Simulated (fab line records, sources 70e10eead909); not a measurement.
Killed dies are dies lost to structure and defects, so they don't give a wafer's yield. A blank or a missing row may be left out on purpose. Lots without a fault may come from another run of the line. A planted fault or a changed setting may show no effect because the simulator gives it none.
Problem report in the 8D (eight disciplines) form, filled by code | flow nand_harc | the parts of the form that need people (team, actions taken, sign-off) are left out

1. THE PROBLEM
throttle_valve_pct at NHARC_A_STAIRCASE_ETCH_453 reads a mean of 10.371 % on 1 wafer of 1 lot; wafers without a fault read 13.397 % with a standard deviation of 0.0094. That is -99 or more standard deviations from the usual mean.
The step: etches the open film in CF4/O2, target depth 30 nm, overetch 3 nm, time 16.5 s.
First seen on wafer L753.6, day 16 04:47, on rie_diel-03. The record holds 30 wafers of 10 lots with a number at this step. Rule for "out", or "out of limits": more than 4 standard deviations from the usual mean. The other wafers with a number count as sound.

2. WHAT IT IS AND WHAT IT IS NOT
question                    | is                                                                                      | is not
which readings at this step | throttle_valve_pct, cf4_flow_sccm, oes_f_703_au, oes_o_777_au, showerhead_plenum_p_Torr | drypump_motor_current_A, oes_ar_750_au, oes_product_au, rf_vpp_V
which lots                  | L753                                                                                    | L738, L739, L740, L744, L745, L746, L747, L754, L759
which wafers of those lots  | L753.6                                                                                  | L753.1, L753.4
read on which tools         | rie_diel-03                                                                             | rie_diel-02, rie_diel-09
when                        | from day 16 04:47                                                                       | up to then (23 sound wafers); but 6 sound wafers of L754, L759 came after

3. SUSPECTS, AND WHAT RULES EACH OUT
Counting: a tool at a process step up to the reading stays a suspect if it ran every lot that is out. Sound lots after the first of them don't rule it out here, since some wafers of a struck lot are sound.
- rie_diel-03 at NHARC_A_STAIRCASE_ETCH_292 (etches the open film in CF4/CHF3): kept. It ran the lot that is out, L753 (day 15 20:04); its last sound lot up to then is L747 (day 14 16:12).
- rie_diel-03 at NHARC_A_STAIRCASE_HM_OPEN_463 (chemistry O2/COS): kept. It ran the lot that is out, L753 (day 16 04:47); its last sound lot up to then is L747 (day 14 22:17). NHARC_A_STAIRCASE_HM_OPEN_463 gives no start for some lots, so the hours and the order of its lots are those of NHARC_A_STAIRCASE_ETCH_453.
- rie_diel-03 at NHARC_A_STAIRCASE_ETCH_453 (etches the open film in CF4/O2, target depth 30 nm, overetch 3 nm, time 16.5 s): kept. It ran the lot that is out, L753 (day 16 04:47); its last sound lot up to then is L747 (day 14 22:17). Its own readings are out on those wafers: cf4_flow_sccm, oes_f_703_au, oes_o_777_au, showerhead_plenum_p_Torr, throttle_valve_pct.
- Within rie_diel-03 at NHARC_A_STAIRCASE_HM_OPEN_463: the wafers that are out ran in chamber 0; their sound lot-mates ran in chambers 2, 3.
- Within rie_diel-03 at NHARC_A_STAIRCASE_ETCH_453: the wafers that are out ran in chamber 1; their sound lot-mates ran in chambers 0, 3.
Left after counting: rie_diel-03 at NHARC_A_STAIRCASE_ETCH_292, rie_diel-03 at NHARC_A_STAIRCASE_HM_OPEN_463, rie_diel-03 at NHARC_A_STAIRCASE_ETCH_453.

4. THE CAUSE (what the simulator had put in)
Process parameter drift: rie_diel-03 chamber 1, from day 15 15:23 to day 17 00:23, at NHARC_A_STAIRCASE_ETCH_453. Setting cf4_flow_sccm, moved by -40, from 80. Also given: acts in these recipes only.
Counting left 3 suspects, and this tool is among them.

5. THE CHAIN OF EFFECTS, in route order
Each row: a reading whose mean over the struck wafers that have a number lies more than 3 standard deviations from the usual. Only readings for which the record gives a usual standard deviation are gone through. hours: the time from each lot's start at the first step in this table that gives one to its start at this step, as a median over the lots. sigmas: the change in usual standard deviations.
hours | step                       | reading                  | usual      | on struck wafers | change | sigmas
0     | NHARC_A_STAIRCASE_ETCH_453 | cf4_flow_sccm            | 80.00 sccm | 39.84            | -40.16 | -99 or more
0     | NHARC_A_STAIRCASE_ETCH_453 | oes_f_703_au             | 1.000 a.u. | 1.145            | +0.145 | +33
0     | NHARC_A_STAIRCASE_ETCH_453 | oes_o_777_au             | 1.000 a.u. | 2.036            | +1.036 | +99 or more
0     | NHARC_A_STAIRCASE_ETCH_453 | showerhead_plenum_p_Torr | 1.33 Torr  | 0.85             | -0.48  | -6.5
0     | NHARC_A_STAIRCASE_ETCH_453 | throttle_valve_pct       | 13.397 %   | 10.371           | -3.026 | -99 or more
The process steps in it:
- NHARC_A_STAIRCASE_ETCH_453: etches the open film in CF4/O2, target depth 30 nm, overetch 3 nm, time 16.5 s.

6. WHAT WOULD HAVE CAUGHT IT SOONER
In this record the first reading out of limits was taken at day 16 04:47, 13 hours after the fault began at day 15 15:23.
